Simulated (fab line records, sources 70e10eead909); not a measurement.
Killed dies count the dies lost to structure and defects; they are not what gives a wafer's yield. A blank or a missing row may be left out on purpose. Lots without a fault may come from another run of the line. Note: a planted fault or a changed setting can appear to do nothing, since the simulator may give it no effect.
Which tool did it? -- flow nand harc -- 12 lots, 36 wafers sampled, at 5 steps of a route of 1302

WHAT THE GAUGES READ, wafer by wafer
NHARC_P_GATE_CD_MEAS_26: the cd target is 120 nm. Usual: cd nm 120.1 nm, standard deviation 0.58.
lot,measured,on,cd nm (nm),flag
L183,day 5 12:39,cd sem-03,119.8 119.6 120.1,
L184,day 6 01:16,cd sem-02,120.3 120.3 120.4,
L185,day 6 04:56,cd sem-03,120.2 120.2 120.4,
L186,day 6 18:08,cd sem-01,120.0 120.3 119.3,
L188,day 7 15:30,cd sem-02,119.8 120.1 119.8,
L189,day 8 05:38,cd sem-02,120.7 120.2 120.3,
L190,day 8 06:08,cd sem-02,121.2 121.1 121.0,
L192,day 9 06:50,cd sem-03,119.7 119.3 119.4,
L202,day 13 04:07,cd sem-02,119.6 120.0 119.9,
L203,day 13 17:01,cd sem-01,120.0 119.8 119.2,
L205,day 14 19:34,cd sem-03,119.3 119.4 120.3,
L204,day 14 19:51,cd sem-03,119.5 120.2 119.4,

NHARC_P_GATE_OVL_MEAS_27. Usual: overlay x nm -0.1 nm, standard deviation 0.71; overlay y nm -0.2 nm, standard deviation 0.74.
lot,measured,on,overlay x nm (nm),overlay y nm (nm),flag
L183,day 5 12:44,overlay-01,0.5 0.8 0.4,-1.2 -1.1 -1.3,
L184,day 6 01:22,overlay-02,-0.6 -1.0 -1.0,0.7 0.3 0.2,
L185,day 6 05:01,overlay-02,-0.3 -0.4 -0.7,-0.3 -0.3 -0.7,
L186,day 6 18:13,overlay-02,-0.7 -1.4 -0.9,-0.9 -0.9 -0.8,
L188,day 7 15:35,overlay-02,-0.6 0.0 -0.5,0.2 -0.1 0.1,
L189,day 8 05:44,overlay-02,-0.4 -1.1 -0.8,-0.7 0.1 -0.6,
L190,day 8 06:13,overlay-02,-0.1 0.4 0.0,1.1 1.4 0.9,
L192,day 9 06:55,overlay-02,-1.0 -1.6 -1.0,0.2 0.0 -0.1,
L202,day 13 04:12,overlay-02,0.4 -0.1 0.1,-0.1 0.3 0.0,
L203,day 13 17:05,overlay-02,-0.1 0.1 0.3,-1.9 -1.6 -1.3,
L205,day 14 19:40,overlay-01,0.6 0.4 0.4,-1.0 -0.9 -0.5,
L204,day 14 19:56,overlay-01,-1.1 -1.3 -1.1,-0.1 0.2 -0.2,

NHARC_P_GATE_CD_MEAS_46: the cd target is 720 nm. Usual: cd nm 720.3 nm, standard deviation 1.7.
lot,measured,on,cd nm (nm),flag
L183,day 6 00:39,cd sem-02,722.2 719.1 719.0,
L184,day 6 13:10,cd sem-02,720.4 718.7 717.9,
L185,day 6 16:43,cd sem-01,718.6 721.1 720.6,
L186,day 7 08:14,cd sem-01,720.9 721.4 719.5,
L188,day 8 03:14,cd sem-03,719.7 721.2 720.0,
L189,day 8 17:36,cd sem-02,720.3 719.1 720.8,
L190,day 8 18:02,cd sem-01,721.4 719.0 722.0,
L192,day 9 18:47,cd sem-03,712.6 711.3 709.7,OFF
L202,day 13 16:02,cd sem-03,720.5 722.6 720.3,
L203,day 14 05:02,cd sem-02,720.2 718.7 720.6,
L205,day 15 07:39,cd sem-01,720.8 721.0 722.1,
L204,day 15 07:52,cd sem-02,718.7 720.0 717.3,

TOOL THAT RAN EACH LOT (tool first, then ch and the chambers of the sampled wafers, then the start)
lot,NHARC_P_GATE_DESCUM_31,NHARC_P_GATE_EXPOSE_43
L183,"rie diel-10 ch 0,1,3, day 5 12:51","krf scanner-02 ch 0, day 6 00:29"
L184,"rie diel-01 ch 0,1,2, day 6 01:29","krf scanner-03 ch 0, day 6 13:01"
L185,"rie diel-10 ch 0,2,3, day 6 05:08","krf scanner-03 ch 0, day 6 16:34"
L186,"rie diel-03 ch 0,1,2, day 6 18:19","krf scanner-02 ch 0, day 7 08:05"
L188,"rie diel-01 ch 0,2, day 7 15:41","krf scanner-03 ch 0, day 8 03:05"
L189,"rie diel-10 ch 1,2,3, day 8 05:50","krf scanner-02 ch 0, day 8 17:26"
L190,"rie diel-01 ch 1,2,3, day 8 06:19","krf scanner-02 ch 0, day 8 17:53"
L192,"rie diel-10 ch 0,1,2, day 9 07:02","krf scanner-04 ch 0, day 9 18:38"
L202,"rie diel-10 ch 1,2,3, day 13 04:19","krf scanner-02 ch 0, day 13 15:53"
L203,"rie diel-03 ch 1,2, day 13 17:12","krf scanner-03 ch 0, day 14 04:53"
L205,"rie diel-03 ch 0,2,3, day 14 19:45","krf scanner-04 ch 0, day 15 07:30"
L204,"rie diel-10 ch 0,1,2, day 14 20:03","krf scanner-02 ch 0, day 15 07:43"
- NHARC_P_GATE_DESCUM_31: chemistry O2, time 3 s.
- NHARC_P_GATE_EXPOSE_43: exposes mask P NSD, target cd 720 nm.

AS READ BY THE TOOLS THEMSELVES (means over the sampled wafers that have a number; for cases with no such wafer, the mark the record gives instead)
NHARC_P_GATE_DESCUM_31. Usual: drypump motor current A 5.6 A, standard deviation 0.4; oes product au 1.002 a.u., standard deviation 0.009; rf vpp V 57.7 V, standard deviation 0.86; showerhead plenum p Torr 1.91 Torr, standard deviation 0.08; throttle valve pct 11.312 %, standard deviation 0.0099.
lot,tool,drypump motor current A (A),oes product au (a.u.),rf vpp V (V),showerhead plenum p Torr (Torr),throttle valve pct (%),flag
L183,rie diel-10,5.8,0.997,57.4,1.89,11.321,
L184,rie diel-01,5.9,0.998,57.9,1.86,11.303,
L185,rie diel-10,5.7,1.005,57.8,1.91,11.320,
L186,rie diel-03,5.5,1.009,58.1,2.00,11.308,
L188,rie diel-01,6.1,1.005,58.0,1.87,11.310,
L189,rie diel-10,5.7,1.002,57.6,1.86,11.315,
L190,rie diel-01,5.5,1.000,57.6,1.88,11.307,
L192,rie diel-10,5.7,0.997,58.0,1.90,11.319,
L202,rie diel-10,5.6,0.998,57.2,1.86,11.309,
L203,rie diel-03,5.2,0.995,58.4,1.98,11.307,
L205,rie diel-03,5.5,1.003,58.2,1.95,11.312,
L204,rie diel-10,5.7,0.995,57.6,1.90,11.316,

THE ANSWER, worked out from the rows above alone
Rule: a lot is off if the mean of its wafers that have a number lies more than 3 standard deviations from the usual mean. A lot without any number at a reading at which 4 lots or more have one is off too. The other lots that the step has rows for count as sound. Order of review: gauges by route order, followed by the tools' own readings, for which a lot's mean as printed above is used. The first step at which some lot is off is used, and at that step the reading that is off furthest; a lot without a number counts as furthest.
Off, at NHARC_P_GATE_CD_MEAS_46 on cd nm: L192.
If a tool, at a process step before that reading, ran all the lots that are off and no sound lot after the first of them, it fits. Gauges at NHARC_P_GATE_CD_MEAS_46: tried the same way as those tools. Not one of the candidates tried fits.

WHAT THE SIMULATOR HAD PUT IN
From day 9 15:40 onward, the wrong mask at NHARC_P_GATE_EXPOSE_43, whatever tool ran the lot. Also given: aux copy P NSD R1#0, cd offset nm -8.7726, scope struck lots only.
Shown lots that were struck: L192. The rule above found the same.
